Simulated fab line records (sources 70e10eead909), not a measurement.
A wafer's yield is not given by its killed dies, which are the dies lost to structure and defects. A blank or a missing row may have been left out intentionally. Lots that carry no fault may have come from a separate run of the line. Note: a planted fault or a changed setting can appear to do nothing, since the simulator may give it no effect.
Matching of chambers ; flow nand-harc ; rie-diel-12 running NHARC_A_CONTACT_DESCUM_47: 4 sister chambers
The step chemistry O2, time 3 s. 8 wafers are shown with their chamber, then 12 later ones without.

EACH WAFER AND ITS CHAMBER
wafer;chamber;drypump-motor-current-A (A);showerhead-plenum-p-Torr (Torr)
L083.6;2;6.4;1.80
L084.4;2;6.3;1.79
L084.5;3;5.7;1.94
L085.2;0;5.2;1.80
L085.4;3;5.7;1.94
L086.3;1;5.8;1.83
L086.5;0;5.2;1.79
L086.6;1;5.8;1.83

WAFERS WITHOUT THEIR CHAMBER
wafer;drypump-motor-current-A (A);showerhead-plenum-p-Torr (Torr)
L087.2;5.8;1.83
L087.3;6.4;1.79
L087.4;5.2;1.79
L090.2;5.7;1.94
L090.3;5.8;1.83
L090.4;6.4;1.79
L097.1;5.7;1.93
L097.2;6.4;1.79
L097.6;6.3;1.79
L097.3;5.2;1.79
L097.4;5.8;1.83
L097.5;5.7;1.93

WHICH CHAMBER EACH WENT THROUGH
wafer;from the rows above;in truth
L087.2;1;1
L087.3;2;2
L087.4;0;0
L090.2;3;3
L090.3;1;1
L090.4;2;2
L097.1;3;3
L097.2;2;2
L097.6;2;2
L097.3;0;0
L097.4;1;1
L097.5;3;3
Placed correctly: 12 of 12. Can't be placed from these rows: 0. Number placed wrongly: 0.
How it was worked out, from the rows above alone: a wafer's distance from a chamber is the root of the sum, over the readings, of the square of ((its reading less the chamber's mean) divided by the reading's scatter). The wafer belongs to the nearest chamber; if the next one is less than 2 further off, it can't be placed. Each chamber's mean is taken over the wafers shown for it. The scatter: take each reading less its chamber's mean, square it, sum over the shown wafers, divide by the number of wafers less the number of chambers, and take the root.
